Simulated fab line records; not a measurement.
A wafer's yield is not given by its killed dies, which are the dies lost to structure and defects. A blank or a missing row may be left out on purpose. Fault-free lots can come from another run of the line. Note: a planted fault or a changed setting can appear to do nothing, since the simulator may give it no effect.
Which tool is to blame?	flow nand-harc	6 lots, 18 wafers sampled, at 5 steps of a route of 1159

== WHAT EACH GAUGE READ, for each wafer ==
NHARC_END_SORT_01.
lot	measured	on	killed-at-array
L783	day 21 18:23	prober-01	39 36 34

== WHAT TOOL EACH LOT RAN ON (gives the tool, then ch and the chambers of the sampled wafers, and finally the start) ==
lot	NHARC_A_WL_FILL_ALD_10	NHARC_A_WL_FILL_ALD_19	NHARC_A_WL_FILL_CMP_12	NHARC_A_CONTACT_DEP_24
L773	ald-hk-01 ch 2,3, day 15 18:00	ald-metal-01 ch 1,2,3, day 16 04:08	cmp-02 ch 0,1, day 16 09:21	pecvd-04 ch 0,2, day 16 09:53
L778	ald-hk-03 ch 1,2, day 16 18:52	ald-metal-01 ch 1,2,3, day 17 04:21	cmp-03 ch 0,3, day 17 13:11	pecvd-04 ch 0,1,2, day 17 13:47
L776	ald-hk-01 ch 0,3, day 16 22:04	ald-metal-04 ch 1,3, day 17 08:18	cmp-02 ch 0,1,2, day 17 15:23	pecvd-03 ch 0,2, day 17 15:57
L783	ald-hk-03 ch 1,2,3, day 18 01:49	ald-metal-02 ch 1,2,3, day 18 11:26	cmp-03 ch 0,1,3, day 18 16:37	pecvd-02 ch 0,2, day 18 17:10
L784	ald-hk-01 ch 0,2,3, day 18 14:24	ald-metal-01 ch 0,2, day 19 00:44	cmp-02 ch 0,1,3, day 19 07:44	pecvd-04 ch 1,2, day 19 08:19
L792	ald-hk-01 ch 0,1,2, day 19 21:41	ald-metal-02 ch 0,1,3, day 20 07:52	cmp-03 ch 1,2,3, day 20 13:46	pecvd-02 ch 0,2, day 20 14:22
- NHARC_A_WL_FILL_ALD_10: deposits SiO2, target thk 50 nm, pulse time 10 s, ald cycles 500.
- NHARC_A_WL_FILL_ALD_19: deposits TiN, target thk 2 nm, pulse time 3 s, ald cycles 100.
- NHARC_A_WL_FILL_CMP_12: polishes, t overpolish 30 s, target thk 75 nm.
- NHARC_A_CONTACT_DEP_24: deposits SiO2, target thk 500 nm.

== THE ANSWER, worked out from the rows above alone ==
Rule: the lots themselves supply what counts as usual. The widest of any qualifying gaps counts: lots, ordered by their means at a reading, are off when they make up no more than a third of the lots, leave a main group of 4 or more, and stand apart from it by 3 or more times the standard deviation of that group's means. Not used: any main group whose means are identical at the precision the tables above print for the reading. A lot without any number at a reading at which 4 lots or more have one is off too. Where the step has rows for the other lots, those lots are counted as sound.
Nothing can be told from this: no lot is off at any reading shown.

== WHAT HAD BEEN PUT IN BY THE SIMULATOR ==
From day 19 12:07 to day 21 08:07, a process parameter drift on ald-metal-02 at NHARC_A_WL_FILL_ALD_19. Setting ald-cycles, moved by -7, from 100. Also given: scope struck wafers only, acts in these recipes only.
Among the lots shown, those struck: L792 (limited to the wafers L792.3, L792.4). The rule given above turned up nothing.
